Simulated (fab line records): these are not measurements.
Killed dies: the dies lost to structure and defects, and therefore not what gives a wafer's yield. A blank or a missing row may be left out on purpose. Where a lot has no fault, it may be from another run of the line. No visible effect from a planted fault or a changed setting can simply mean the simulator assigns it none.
Which tool is to blame? | flow n5-finfet | Sampling: 11 lots, 30 wafers, 4 of 1938 route steps

## WHAT THE GAUGES READ, wafer by wafer
The record lacks any reading of a measuring or inspecting step that a usual standard deviation could be used to judge.

## WHICH TOOL RAN EACH LOT (tool, then ch and the chambers of the sampled wafers, then the start)
lot  | N5_BEOL_M5_ETCH_67                 | N5_BEOL_M5_ETCH_68                 | N5_BEOL_M5_ETCH_41                            | N5_BEOL_M5_SURFACE_TREAT_87
L469 | rie-diel-03 ch 2,3, day 8 16:32    | rie-diel-03 ch 2,3, day 8 16:34    | rie-diel-03 ch 2,3, day 8 18:16 or earlier    | pvd-sputter-03, day 8 18:16
L470 | rie-diel-06 ch 1,2,3, day 9 01:33  | rie-diel-06 ch 1,2,3, day 9 01:35  | rie-diel-06 ch 1,2,3, day 9 03:09 or earlier  | pvd-sputter-02, day 9 03:09
L473 | rie-diel-03 ch 0,3, day 10 06:07   | rie-diel-03 ch 0,3, day 10 06:09   | rie-diel-03 ch 0,3, day 10 07:50 or earlier   | pvd-sputter-01, day 10 07:50
L475 | rie-diel-06 ch 2,3, day 10 07:52   | rie-diel-06 ch 2,3, day 10 07:54   | rie-diel-06 ch 2,3, day 10 09:09 or earlier   | pvd-sputter-03, day 10 09:09
L478 | rie-diel-04 ch 1,2,3, day 10 23:56 | rie-diel-04 ch 1,2,3, day 10 23:57 | rie-diel-04 ch 1,2,3, day 11 01:37 or earlier | pvd-sputter-01, day 11 01:37
L479 | rie-diel-06 ch 1,2,3, day 11 08:55 | rie-diel-06 ch 1,2,3, day 11 08:56 | rie-diel-06 ch 1,2,3, day 11 10:15 or earlier | pvd-sputter-03, day 11 10:15
L484 | rie-diel-06 ch 0,1, day 12 17:20   | rie-diel-06 ch 0,1, day 12 17:22   | rie-diel-06 ch 0,1, day 12 18:41 or earlier   | pvd-sputter-01, day 12 18:41
L486 | rie-diel-03 ch 0,3, day 13 19:11   | rie-diel-03 ch 0,3, day 13 19:13   | rie-diel-03 ch 0,3, day 13 22:14 or earlier   | pvd-sputter-01, day 13 22:14
L489 | rie-diel-03 ch 1,3, day 14 00:18   | rie-diel-03 ch 1,3, day 14 00:19   | rie-diel-03 ch 1,3, day 14 02:41 or earlier   | pvd-sputter-02, day 14 02:41
L490 | rie-diel-04 ch 2,3, day 14 02:01   | rie-diel-04 ch 2,3, day 14 02:03   | rie-diel-04 ch 2,3, day 14 03:43 or earlier   | pvd-sputter-03, day 14 03:43
L492 | rie-diel-03 ch 3, day 14 11:54     | rie-diel-03 ch 3, day 14 11:56     | rie-diel-03 ch 3, day 14 13:55 or earlier     | pvd-sputter-03, day 14 13:55
- N5_BEOL_M5_ETCH_67: etches SiARC in CF4, target depth 15.6 nm, time 26 s.
- N5_BEOL_M5_ETCH_68: etches SOC in N2/H2, target depth 80 nm, overetch 16 nm, time 120 s.
- N5_BEOL_M5_ETCH_41: etches SiCN in CH3F/O2, target depth 31.5 nm, time 56.7 s.
- N5_BEOL_M5_SURFACE_TREAT_87

## WHAT THE TOOLS THEMSELVES READ (means of the sampled wafers that have a number; where no wafer has one, the mark that the record gives instead)
N5_BEOL_M5_ETCH_67. Usual: drypump-motor-current-A 5.7 A, standard deviation 0.46; etch-rf-on-time-s 26.4 s, standard deviation 0.91; oes-product-au 0.67 a.u., standard deviation 0.073; rf-vpp-V 184.1 V, standard deviation 1.1; showerhead-plenum-p-Torr 2.14 Torr, standard deviation 0.06; throttle-valve-pct 15.67 %, standard deviation 0.2.
lot  | tool        | drypump-motor-current-A (A) | etch-rf-on-time-s (s) | oes-product-au (a.u.) | rf-vpp-V (V) | showerhead-plenum-p-Torr (Torr) | throttle-valve-pct (%) | flag
L469 | rie-diel-03 | 5.6                         | 25.2                  | 0.80                  | 183.3        | 2.13                            | 15.36                  |
L470 | rie-diel-06 | 6.0                         | 26.4                  | 0.65                  | 184.7        | 2.14                            | 15.69                  |
L473 | rie-diel-03 | 6.0                         | 26.0                  | 0.70                  | 184.7        | 2.16                            | 15.76                  |
L475 | rie-diel-06 | 6.1                         | 26.8                  | 0.63                  | 183.6        | 2.13                            | 15.71                  |
L478 | rie-diel-04 | 5.4                         | 26.1                  | 0.63                  | 183.6        | 2.08                            | 15.74                  |
L479 | rie-diel-06 | 6.0                         | 26.5                  | 0.63                  | 184.3        | 2.13                            | 15.73                  |
L484 | rie-diel-06 | 5.4                         | 27.2                  | 0.64                  | 182.9        | 2.09                            | 15.66                  |
L486 | rie-diel-03 | 5.8                         | 26.2                  | 0.65                  | 183.5        | 2.15                            | 15.82                  |
L489 | rie-diel-03 | 5.9                         | 26.3                  | 0.71                  | 184.9        | 2.21                            | 15.68                  |
L490 | rie-diel-04 | 5.5                         | 25.5                  | 0.78                  | 183.9        | 2.21                            | 15.60                  |
L492 | rie-diel-03 | 6.5                         | 25.1                  | 0.71                  | 184.7        | 2.16                            | 15.77                  |

N5_BEOL_M5_ETCH_68. Usual: drypump-motor-current-A 5.7 A, standard deviation 0.45; oes-product-au 0.61 a.u., standard deviation 0.062; rf-vpp-V 523.9 V, standard deviation 2.2; run-length-s 143.4 s, standard deviation 0.4; showerhead-plenum-p-Torr 2.55 Torr, standard deviation 0.078; throttle-valve-pct 17.93 %, standard deviation 0.28.
lot  | tool        | drypump-motor-current-A (A) | oes-product-au (a.u.) | rf-vpp-V (V) | run-length-s (s) | showerhead-plenum-p-Torr (Torr) | throttle-valve-pct (%) | flag
L469 | rie-diel-03 | 5.7                         | 0.70                  | 522.4        | 143.4            | 2.55                            | 17.74                  |
L470 | rie-diel-06 | 6.0                         | 0.59                  | 524.1        | 143.1            | 2.54                            | 17.88                  |
L473 | rie-diel-03 | 5.9                         | 0.62                  | 523.1        | 143.6            | 2.59                            | 18.27                  |
L475 | rie-diel-06 | 6.1                         | 0.57                  | 523.6        | 143.3            | 2.53                            | 17.85                  |
L478 | rie-diel-04 | 5.3                         | 0.57                  | 522.0        | 143.7            | 2.47                            | 18.03                  |
L479 | rie-diel-06 | 6.0                         | 0.58                  | 524.1        | 143.1            | 2.54                            | 17.92                  |
L484 | rie-diel-06 | 5.4                         | 0.60                  | 522.4        | 143.2            | 2.47                            | 17.74                  |
L486 | rie-diel-03 | 5.8                         | 0.64                  | 523.5        | 135.1            | 2.57                            | 18.26                  | OFF
L489 | rie-diel-03 | 5.8                         | 0.69                  | 526.5        | 134.8            | 2.65                            | 18.12                  | OFF
L490 | rie-diel-04 | 5.5                         | 0.69                  | 526.0        | 143.7            | 2.64                            | 18.05                  |
L492 | rie-diel-03 | 6.3                         | 0.68                  | 524.9        | 134.8            | 2.60                            | 18.43                  | OFF

N5_BEOL_M5_ETCH_41. Usual: drypump-motor-current-A 5.7 A, standard deviation 0.45; oes-product-au 0.79 a.u., standard deviation 0.085; rf-vpp-V 297.3 V, standard deviation 1.4; run-length-s 80.1 s, standard deviation 0.37; showerhead-plenum-p-Torr 2.00 Torr, standard deviation 0.065; throttle-valve-pct 16.38 %, standard deviation 0.19.
lot  | tool        | drypump-motor-current-A (A) | oes-product-au (a.u.) | rf-vpp-V (V) | run-length-s (s) | showerhead-plenum-p-Torr (Torr) | throttle-valve-pct (%) | flag
L469 | rie-diel-03 | 5.7                         | 0.93                  | 297.3        | 80.1             | 2.00                            | 16.10                  |
L470 | rie-diel-06 | 6.0                         | 0.77                  | 297.5        | 79.7             | 2.00                            | 16.38                  |
L473 | rie-diel-03 | 6.0                         | 0.82                  | 298.3        | 80.2             | 2.02                            | 16.52                  |
L475 | rie-diel-06 | 6.1                         | 0.74                  | 296.7        | 80.2             | 1.99                            | 16.42                  |
L478 | rie-diel-04 | 5.3                         | 0.75                  | 296.4        | 80.1             | 1.94                            | 16.48                  |
L479 | rie-diel-06 | 6.0                         | 0.75                  | 296.7        | 79.8             | 1.99                            | 16.42                  |
L484 | rie-diel-06 | 5.4                         | 0.76                  | 296.0        | 80.2             | 1.93                            | 16.27                  |
L486 | rie-diel-03 | 5.8                         | 0.77                  | 298.0        | 80.5             | 2.02                            | 16.57                  |
L489 | rie-diel-03 | 5.9                         | 0.84                  | 298.1        | 80.0             | 2.08                            | 16.48                  |
L490 | rie-diel-04 | 5.5                         | 0.89                  | 298.0        | 80.3             | 2.07                            | 16.37                  |
L492 | rie-diel-03 | 6.3                         | 0.83                  | 298.2        | 80.4             | 2.03                            | 16.56                  |

## THE ANSWER, worked out from the rows above alone
Rule: a lot counts as off when the mean over its wafers that have a number is more than 3 standard deviations away from the usual mean. A lot without any number at a reading at which 4 lots or more have one is off too. Where the step has rows for the other lots, those lots are counted as sound. First the gauges in route order, then the tools' own readings, where a lot's mean is used as printed above. At the first step where some lot is off, the reading lying furthest off is the one used; lots without a number count as furthest.
Off: L486, L489, L492 (N5_BEOL_M5_ETCH_68, run-length-s).
If a tool, at that step or one of the process steps before it, ran each lot that is off and ran no sound lot following the first of them, it fits. One candidate fits, namely rie-diel-03 at N5_BEOL_M5_ETCH_67 and N5_BEOL_M5_ETCH_68. At N5_BEOL_M5_ETCH_67 its last sound lot is L473 (day 10 06:07), its first lot that is off L486 (day 13 19:11): a fault that began between those two fits.

## WHAT THE SIMULATOR PUT IN
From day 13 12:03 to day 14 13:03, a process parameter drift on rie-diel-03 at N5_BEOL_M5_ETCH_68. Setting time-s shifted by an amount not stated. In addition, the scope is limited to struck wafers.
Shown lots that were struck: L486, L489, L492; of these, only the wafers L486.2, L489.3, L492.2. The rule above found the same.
